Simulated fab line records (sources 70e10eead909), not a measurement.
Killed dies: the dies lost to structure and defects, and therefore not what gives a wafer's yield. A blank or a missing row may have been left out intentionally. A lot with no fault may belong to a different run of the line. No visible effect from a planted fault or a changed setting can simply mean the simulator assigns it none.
Which tool did it? || flow nandHarc || 72 wafers from 24 lots sampled at 5 of the route's 1302 steps

WHAT EACH GAUGE READ, for each wafer
NHARC_P_ZERO_WELL_CD_MEAS_37: target cd 720 nm.
{"lot": "L074", "measured": "day 1 23:59", "on": "cdSem-02", "cdNm (nm)": "718.7 720.6 720.3"}
{"lot": "L075", "measured": "day 2 11:08", "on": "cdSem-03", "cdNm (nm)": "720.2 721.2 721.7"}
{"lot": "L076", "measured": "day 2 20:07", "on": "cdSem-03", "cdNm (nm)": "718.1 717.8 717.4"}
{"lot": "L077", "measured": "day 3 05:58", "on": "cdSem-03", "cdNm (nm)": "718.3 718.1 718.4"}
{"lot": "L078", "measured": "day 3 16:07", "on": "cdSem-01", "cdNm (nm)": "720.1 719.2 718.7"}
{"lot": "L079", "measured": "day 4 02:08", "on": "cdSem-02", "cdNm (nm)": "717.3 716.4 716.0"}
{"lot": "L080", "measured": "day 4 11:58", "on": "cdSem-03", "cdNm (nm)": "718.4 720.1 719.6"}
{"lot": "L081", "measured": "day 4 22:00", "on": "cdSem-01", "cdNm (nm)": "714.5 717.2 716.4"}
{"lot": "L082", "measured": "day 5 08:13", "on": "cdSem-01", "cdNm (nm)": "719.2 717.6 720.3"}
{"lot": "L083", "measured": "day 5 18:06", "on": "cdSem-02", "cdNm (nm)": "720.1 719.4 720.1"}
{"lot": "L084", "measured": "day 6 04:10", "on": "cdSem-02", "cdNm (nm)": "721.5 722.3 720.2"}
{"lot": "L085", "measured": "day 6 14:08", "on": "cdSem-03", "cdNm (nm)": "720.0 718.2 716.7"}
{"lot": "L086", "measured": "day 7 00:08", "on": "cdSem-02", "cdNm (nm)": "718.6 719.5 718.1"}
{"lot": "L087", "measured": "day 7 10:29", "on": "cdSem-01", "cdNm (nm)": "718.8 719.4 718.6"}
{"lot": "L088", "measured": "day 7 19:59", "on": "cdSem-01", "cdNm (nm)": "720.1 719.0 718.0"}
{"lot": "L089", "measured": "day 8 06:15", "on": "cdSem-02", "cdNm (nm)": "718.4 717.8 718.8"}
{"lot": "L090", "measured": "day 8 16:39", "on": "cdSem-01", "cdNm (nm)": "721.9 720.3 720.2"}
{"lot": "L091", "measured": "day 9 02:22", "on": "cdSem-03", "cdNm (nm)": "721.3 720.8 721.2"}
{"lot": "L092", "measured": "day 9 12:14", "on": "cdSem-03", "cdNm (nm)": "721.0 720.9 720.7"}
{"lot": "L093", "measured": "day 9 23:23", "on": "cdSem-02", "cdNm (nm)": "720.4 719.0 719.2"}
{"lot": "L094", "measured": "day 10 12:10", "on": "cdSem-01", "cdNm (nm)": "715.5 717.9 717.9"}
{"lot": "L095", "measured": "day 10 18:13", "on": "cdSem-03", "cdNm (nm)": "721.1 720.2 720.5"}
{"lot": "L096", "measured": "day 11 04:16", "on": "cdSem-01", "cdNm (nm)": "720.7 720.3 719.8"}
{"lot": "L097", "measured": "day 11 13:58", "on": "cdSem-01", "cdNm (nm)": "718.6 719.3 720.3"}

NHARC_P_ZERO_WELL_CD_MEAS_52: target cd 2000 nm.
{"lot": "L074", "measured": "day 2 01:31", "on": "cdSem-02", "cdNm (nm)": "1999.6 1999.2 2000.4"}
{"lot": "L075", "measured": "day 2 12:48", "on": "cdSem-01", "cdNm (nm)": "2001.1 1999.7 1999.2"}
{"lot": "L076", "measured": "day 2 21:46", "on": "cdSem-02", "cdNm (nm)": "2001.7 1999.4 1998.9"}
{"lot": "L077", "measured": "day 3 07:37", "on": "cdSem-01", "cdNm (nm)": "1999.3 1999.1 2000.0"}
{"lot": "L078", "measured": "day 3 17:38", "on": "cdSem-01", "cdNm (nm)": "2001.0 2000.3 2000.5"}
{"lot": "L079", "measured": "day 4 03:51", "on": "cdSem-03", "cdNm (nm)": "1999.6 2001.1 2000.4"}
{"lot": "L080", "measured": "day 4 13:36", "on": "cdSem-03", "cdNm (nm)": "1999.0 1999.6 1998.5"}
{"lot": "L081", "measured": "day 4 23:31", "on": "cdSem-02", "cdNm (nm)": "2002.3 2001.5 2002.0"}
{"lot": "L082", "measured": "day 5 09:52", "on": "cdSem-01", "cdNm (nm)": "1999.7 1999.1 1999.5"}
{"lot": "L083", "measured": "day 5 19:44", "on": "cdSem-03", "cdNm (nm)": "2001.2 2000.8 1999.7"}
{"lot": "L084", "measured": "day 6 05:49", "on": "cdSem-02", "cdNm (nm)": "1999.2 1999.2 1999.8"}
{"lot": "L085", "measured": "day 6 15:55", "on": "cdSem-02", "cdNm (nm)": "2000.7 2000.6 2000.9"}
{"lot": "L086", "measured": "day 7 01:51", "on": "cdSem-01", "cdNm (nm)": "2003.0 2003.6 2002.8"}
{"lot": "L087", "measured": "day 7 12:08", "on": "cdSem-01", "cdNm (nm)": "1997.6 1998.4 1998.5"}
{"lot": "L088", "measured": "day 8 00:09", "on": "cdSem-03", "cdNm (nm)": "1999.1 2001.2 2000.9"}
{"lot": "L089", "measured": "day 8 07:46", "on": "cdSem-03", "cdNm (nm)": "2000.3 1999.7 1998.5"}
{"lot": "L090", "measured": "day 8 18:17", "on": "cdSem-03", "cdNm (nm)": "1999.7 1998.3 1998.5"}
{"lot": "L091", "measured": "day 9 03:52", "on": "cdSem-01", "cdNm (nm)": "2001.9 2001.2 2001.0"}
{"lot": "L092", "measured": "day 9 13:52", "on": "cdSem-01", "cdNm (nm)": "2000.6 1999.0 2002.1"}
{"lot": "L093", "measured": "day 10 00:53", "on": "cdSem-03", "cdNm (nm)": "1999.3 2001.0 1999.7"}
{"lot": "L094", "measured": "day 10 13:52", "on": "cdSem-02", "cdNm (nm)": "2000.2 1998.2 1999.8"}
{"lot": "L095", "measured": "day 10 19:50", "on": "cdSem-01", "cdNm (nm)": "2000.6 2001.2 2000.0"}
{"lot": "L096", "measured": "day 11 05:53", "on": "cdSem-03", "cdNm (nm)": "1997.8 1999.1 1999.4"}
{"lot": "L097", "measured": "day 11 15:35", "on": "cdSem-03", "cdNm (nm)": "1997.3 2000.0 2000.2"}

NHARC_P_GATE_CD_MEAS_46: target cd 720 nm.
{"lot": "L074", "measured": "day 5 20:15", "on": "cdSem-03", "cdNm (nm)": "717.4 718.8 717.9"}
{"lot": "L075", "measured": "day 6 03:02", "on": "cdSem-03", "cdNm (nm)": "716.9 717.9 717.8"}
{"lot": "L076", "measured": "day 6 09:57", "on": "cdSem-01", "cdNm (nm)": "717.8 717.3 716.2"}
{"lot": "L077", "measured": "day 6 19:29", "on": "cdSem-03", "cdNm (nm)": "717.4 718.4 719.2"}
{"lot": "L078", "measured": "day 6 23:11", "on": "cdSem-02", "cdNm (nm)": "718.0 721.0 720.5"}
{"lot": "L079", "measured": "day 7 17:26", "on": "cdSem-03", "cdNm (nm)": "720.7 719.3 720.3"}
{"lot": "L080", "measured": "day 7 23:31", "on": "cdSem-03", "cdNm (nm)": "717.9 718.9 719.6"}
{"lot": "L081", "measured": "day 8 15:40", "on": "cdSem-02", "cdNm (nm)": "719.4 718.9 719.7"}
{"lot": "L082", "measured": "day 8 17:23", "on": "cdSem-03", "cdNm (nm)": "718.4 718.2 719.1"}
{"lot": "L083", "measured": "day 9 06:27", "on": "cdSem-03", "cdNm (nm)": "718.7 721.1 719.9"}
{"lot": "L084", "measured": "day 9 17:23", "on": "cdSem-02", "cdNm (nm)": "719.2 719.4 720.2"}
{"lot": "L085", "measured": "day 10 08:42", "on": "cdSem-03", "cdNm (nm)": "718.1 718.7 718.7"}
{"lot": "L086", "measured": "day 10 11:38", "on": "cdSem-01", "cdNm (nm)": "719.7 718.7 718.9"}
{"lot": "L087", "measured": "day 11 11:20", "on": "cdSem-01", "cdNm (nm)": "719.8 719.9 720.2"}
{"lot": "L088", "measured": "day 11 11:40", "on": "cdSem-02", "cdNm (nm)": "719.6 721.2 718.0"}
{"lot": "L089", "measured": "day 11 11:31", "on": "cdSem-03", "cdNm (nm)": "723.3 721.6 722.3"}
{"lot": "L090", "measured": "day 12 04:25", "on": "cdSem-03", "cdNm (nm)": "718.3 718.6 718.9"}
{"lot": "L091", "measured": "day 12 11:01", "on": "cdSem-01", "cdNm (nm)": "718.4 719.1 718.0"}
{"lot": "L092", "measured": "day 12 22:40", "on": "cdSem-01", "cdNm (nm)": "718.6 720.6 720.7"}
{"lot": "L093", "measured": "day 13 08:08", "on": "cdSem-01", "cdNm (nm)": "719.6 719.5 720.0"}
{"lot": "L094", "measured": "day 13 22:02", "on": "cdSem-01", "cdNm (nm)": "721.4 721.2 720.1"}
{"lot": "L095", "measured": "day 14 05:35", "on": "cdSem-01", "cdNm (nm)": "720.7 719.9 721.6"}
{"lot": "L096", "measured": "day 14 16:06", "on": "cdSem-01", "cdNm (nm)": "721.0 720.2 720.7"}
{"lot": "L097", "measured": "day 15 03:29", "on": "cdSem-03", "cdNm (nm)": "721.0 719.5 717.9"}

NHARC_P_CONTACT_INSPECT_14.
{"lot": "L074", "measured": "day 6 04:40", "on": "defectInspect-02", "rawDefectCount": "1 4 6"}
{"lot": "L075", "measured": "day 6 11:20", "on": "defectInspect-02", "rawDefectCount": "4 2 4"}
{"lot": "L076", "measured": "day 6 18:14", "on": "defectInspect-01", "rawDefectCount": "7 6 5"}
{"lot": "L077", "measured": "day 7 03:50", "on": "defectInspect-01", "rawDefectCount": "2 7 7"}
{"lot": "L078", "measured": "day 7 07:24", "on": "defectInspect-02", "rawDefectCount": "5 3 8"}
{"lot": "L079", "measured": "day 8 02:02", "on": "defectInspect-01", "rawDefectCount": "1 1 2"}
{"lot": "L080", "measured": "day 8 07:56", "on": "defectInspect-01", "rawDefectCount": "3 3 4"}
{"lot": "L081", "measured": "day 9 00:07", "on": "defectInspect-01", "rawDefectCount": "4 5 3"}
{"lot": "L082", "measured": "day 9 01:49", "on": "defectInspect-01", "rawDefectCount": "3 1 4"}
{"lot": "L083", "measured": "day 9 14:27", "on": "defectInspect-02", "rawDefectCount": "4 3 1"}
{"lot": "L084", "measured": "day 10 01:38", "on": "defectInspect-02", "rawDefectCount": "3 2 2"}
{"lot": "L085", "measured": "day 10 16:48", "on": "defectInspect-01", "rawDefectCount": "4 6 9"}
{"lot": "L086", "measured": "day 10 19:47", "on": "defectInspect-02", "rawDefectCount": "4 2 5"}
{"lot": "L087", "measured": "day 11 19:35", "on": "defectInspect-01", "rawDefectCount": "6 4 10"}
{"lot": "L088", "measured": "day 11 21:20", "on": "defectInspect-01", "rawDefectCount": "9 11 6"}
{"lot": "L089", "measured": "day 11 20:32", "on": "defectInspect-02", "rawDefectCount": "2 5 7"}
{"lot": "L090", "measured": "day 12 12:34", "on": "defectInspect-02", "rawDefectCount": "7 6 7"}
{"lot": "L091", "measured": "day 12 19:17", "on": "defectInspect-02", "rawDefectCount": "3 2 5"}
{"lot": "L092", "measured": "day 13 06:50", "on": "defectInspect-01", "rawDefectCount": "4 3 4"}
{"lot": "L093", "measured": "day 13 16:10", "on": "defectInspect-02", "rawDefectCount": "7 3 1"}
{"lot": "L094", "measured": "day 14 06:05", "on": "defectInspect-02", "rawDefectCount": "3 3 3"}
{"lot": "L095", "measured": "day 14 13:44", "on": "defectInspect-01", "rawDefectCount": "2 4 5"}
{"lot": "L096", "measured": "day 15 00:08", "on": "defectInspect-01", "rawDefectCount": "3 2 1"}
{"lot": "L097", "measured": "day 15 11:32", "on": "defectInspect-02", "rawDefectCount": "3 4 6"}

WHAT TOOL EACH LOT RAN ON (gives the tool, then ch and the chambers of the sampled wafers, and finally the start)
{"lot": "L074", "NHARC_P_CONTACT_CMP_01": "cmp-03 ch 1,2, day 6 03:40"}
{"lot": "L075", "NHARC_P_CONTACT_CMP_01": "cmp-01 ch 0,1,3, day 6 10:26"}
{"lot": "L076", "NHARC_P_CONTACT_CMP_01": "cmp-01 ch 0,1,2, day 6 17:19"}
{"lot": "L077", "NHARC_P_CONTACT_CMP_01": "cmp-03 ch 0,2,3, day 7 02:56"}
{"lot": "L078", "NHARC_P_CONTACT_CMP_01": "cmp-04 ch 1,3, day 7 06:26"}
{"lot": "L079", "NHARC_P_CONTACT_CMP_01": "cmp-03 ch 0,1,3, day 8 01:07"}
{"lot": "L080", "NHARC_P_CONTACT_CMP_01": "cmp-04 ch 2,3, day 8 07:05"}
{"lot": "L081", "NHARC_P_CONTACT_CMP_01": "cmp-04 ch 0,1,2, day 8 23:11"}
{"lot": "L082", "NHARC_P_CONTACT_CMP_01": "cmp-01 ch 0,2,3, day 9 00:52"}
{"lot": "L083", "NHARC_P_CONTACT_CMP_01": "cmp-04 ch 0,3, day 9 13:29"}
{"lot": "L084", "NHARC_P_CONTACT_CMP_01": "cmp-03 ch 0,1, day 10 00:47"}
{"lot": "L085", "NHARC_P_CONTACT_CMP_01": "cmp-04 ch 0,1,2, day 10 15:58"}
{"lot": "L086", "NHARC_P_CONTACT_CMP_01": "cmp-03 ch 1,2,3, day 10 18:58"}
{"lot": "L087", "NHARC_P_CONTACT_CMP_01": "cmp-03 ch 0,2, day 11 18:45"}
{"lot": "L088", "NHARC_P_CONTACT_CMP_01": "cmp-01 ch 0,3, day 11 20:22"}
{"lot": "L089", "NHARC_P_CONTACT_CMP_01": "cmp-03 ch 0,1,2, day 11 19:36"}
{"lot": "L090", "NHARC_P_CONTACT_CMP_01": "cmp-04 ch 1,2, day 12 11:38"}
{"lot": "L091", "NHARC_P_CONTACT_CMP_01": "cmp-04 ch 0,2,3, day 12 18:21"}
{"lot": "L092", "NHARC_P_CONTACT_CMP_01": "cmp-04 ch 1,2,3, day 13 05:53"}
{"lot": "L093", "NHARC_P_CONTACT_CMP_01": "cmp-04 ch 0,2,3, day 13 15:20"}
{"lot": "L094", "NHARC_P_CONTACT_CMP_01": "cmp-04 ch 1,2, day 14 05:10"}
{"lot": "L095", "NHARC_P_CONTACT_CMP_01": "cmp-03 ch 0,1,2, day 14 12:46"}
{"lot": "L096", "NHARC_P_CONTACT_CMP_01": "cmp-03 ch 1,2,3, day 14 23:21"}
{"lot": "L097", "NHARC_P_CONTACT_CMP_01": "cmp-01 ch 1,3, day 15 10:43"}
- NHARC_P_CONTACT_CMP_01: polishes SiO2, target thk 200 nm.

AS READ BY THE TOOLS THEMSELVES (means over the sampled wafers that have a number; for cases with no such wafer, the mark the record gives instead)
NHARC_P_CONTACT_CMP_01.
{"lot": "L074", "tool": "cmp-03", "motorCurrentA (A)": 12.7}
{"lot": "L075", "tool": "cmp-01", "motorCurrentA (A)": 12.5}
{"lot": "L076", "tool": "cmp-01", "motorCurrentA (A)": 12.8}
{"lot": "L077", "tool": "cmp-03", "motorCurrentA (A)": 12.8}
{"lot": "L078", "tool": "cmp-04", "motorCurrentA (A)": 11.7}
{"lot": "L079", "tool": "cmp-03", "motorCurrentA (A)": 12.3}
{"lot": "L080", "tool": "cmp-04", "motorCurrentA (A)": 12.1}
{"lot": "L081", "tool": "cmp-04", "motorCurrentA (A)": 12.3}
{"lot": "L082", "tool": "cmp-01", "motorCurrentA (A)": 12.7}
{"lot": "L083", "tool": "cmp-04", "motorCurrentA (A)": 11.3}
{"lot": "L084", "tool": "cmp-03", "motorCurrentA (A)": 11.9}
{"lot": "L085", "tool": "cmp-04", "motorCurrentA (A)": 12.1}
{"lot": "L086", "tool": "cmp-03", "motorCurrentA (A)": 12.8}
{"lot": "L087", "tool": "cmp-03", "motorCurrentA (A)": 12.9}
{"lot": "L088", "tool": "cmp-01", "motorCurrentA (A)": 11.6}
{"lot": "L089", "tool": "cmp-03", "motorCurrentA (A)": 12.9}
{"lot": "L090", "tool": "cmp-04", "motorCurrentA (A)": 12.7}
{"lot": "L091", "tool": "cmp-04", "motorCurrentA (A)": 11.7}
{"lot": "L092", "tool": "cmp-04", "motorCurrentA (A)": 12.3}
{"lot": "L093", "tool": "cmp-04", "motorCurrentA (A)": 11.8}
{"lot": "L094", "tool": "cmp-04", "motorCurrentA (A)": 12.7}
{"lot": "L095", "tool": "cmp-03", "motorCurrentA (A)": 12.6}
{"lot": "L096", "tool": "cmp-03", "motorCurrentA (A)": 12.2}
{"lot": "L097", "tool": "cmp-01", "motorCurrentA (A)": 12.3}

THE ANSWER, worked out from the rows above alone
Rule: usual is defined by the lots themselves. The widest of any qualifying gaps counts: lots, ordered by their means at a reading, are off when they make up no more than a third of the lots, leave a main group of 4 or more, and stand apart from it by 3 or more times the standard deviation of that group's means. If all means in a main group match to the digits the tables above print for the reading, that group is not used. Also off: a lot with no number at a reading for which 4 or more lots have one. Where the step has rows for the other lots, those lots are counted as sound. The gauges are gone through in route order, then the tools' own readings, and for those a lot's mean is taken as printed above. At the first step where some lot is off, the reading lying furthest off is the one used; lots without a number count as furthest.
No lot is off at any reading shown: from this, nothing can be told.

WHAT THE SIMULATOR HAD INSERTED
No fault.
